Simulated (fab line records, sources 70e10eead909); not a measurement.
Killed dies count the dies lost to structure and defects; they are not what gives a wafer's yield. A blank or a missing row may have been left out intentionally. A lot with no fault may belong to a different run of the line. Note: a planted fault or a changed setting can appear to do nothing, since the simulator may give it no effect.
8D (eight disciplines) problem report, filled in by code	flow nandHarc	the parts of the form that need people (team, actions taken, sign-off) are left out

1. THE ISSUE
At NHARC_A_ONON_D1_THK_MEAS_11, thkNm averages 1067 nm over 4 wafers from 2 lots, while fault-free wafers read 1001 nm, standard deviation 10. That is +6.6 standard deviations from the usual mean.
The step: measures by ellipsometry.
The first sign was on wafer L732.1 at day 12 06:08, on filmMetro-02. Wafers with a number at this step in the record: 42, from 14 lots. Rule for "out", or "out of limits": more than 4 standard deviations from the usual mean. The other wafers with a number count as sound.

2. WHAT IT IS AND WHAT IT IS NOT
question	is	is not
which readings at this step	thkNm	-
which lots	L732, L733	L713, L714, L715, L717, L719, L720, L723, L724, L725, L734, L735, L736
which wafers of those lots	L732.1, L732.3, L733.3, L733.6	L732.2, L733.4
read on which gauges	filmMetro-02	filmMetro-01
when	from day 12 06:08	up to then (28 sound wafers); but 10 sound wafers of L733, L734, L735, L736 came after

3. WHAT RULES OUT EACH SUSPECT
Counting: any tool at a process step up to the reading remains a suspect provided it ran every lot that is out. Sound lots after the first of them don't rule it out here, since some wafers of a struck lot are sound.
- the gauge at NHARC_A_ONON_D1_THK_MEAS_11: kept. All the wafers that are out were read on filmMetro-02, and no step on other tools shows them out.
- rieDiel-01 at NHARC_P_BONDPAD_DESCUM_11 (chemistry O2, time 3 s): kept. Every lot that is out went through it, the first being L732 (day 10 22:51); the last sound lot it ran before that was L725 (day 9 15:34).
- pecvdOnon-02 at NHARC_A_ONON_D1_DEP_09 (target thk 1000 nm): kept. Every lot that is out went through it, the first being L732 (day 12 05:38); the last sound lot it ran before that was L725 (day 10 20:10).
Left after counting: rieDiel-01 at NHARC_P_BONDPAD_DESCUM_11, pecvdOnon-02 at NHARC_A_ONON_D1_DEP_09, filmMetro-02 at NHARC_A_ONON_D1_THK_MEAS_11.

4. THE CAUSE (what the simulator had put in)
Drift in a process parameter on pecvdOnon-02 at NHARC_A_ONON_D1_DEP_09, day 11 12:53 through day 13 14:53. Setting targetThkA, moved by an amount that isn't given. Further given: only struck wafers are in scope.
After counting, 3 suspects remain, this tool included.

5. SEQUENCE OF EFFECTS, ordered by route
Each row: a reading whose mean over the struck wafers that have a number lies more than 3 standard deviations from the usual. Only readings whose record carries a usual standard deviation are examined. hours: median over the lots of the time between each lot's start at the first step of this table that gives one and its start at this step. sigmas: the change, counted in usual standard deviations.
hours	step	reading	usual	on struck wafers	change	sigmas
0	NHARC_A_ONON_D1_THK_MEAS_11	thkNm	1001 nm	1067	+66	+6.6

6. WHAT WOULD HAVE CAUGHT IT SOONER
17 hours passed between the start of the fault at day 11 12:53 and the first reading out of limits at a measuring or inspecting step in this record, taken at day 12 06:08.
No tool reading at NHARC_A_ONON_D1_DEP_09 that has a usual standard deviation in the record was out on any struck wafer, so an alarm limit of 4 standard deviations on those readings would not have fired.
Of the lots that are out (2), L733 began NHARC_A_ONON_D1_DEP_09 on pecvdOnon-02 after day 12 06:08. Holding the tool at that time would have saved it.
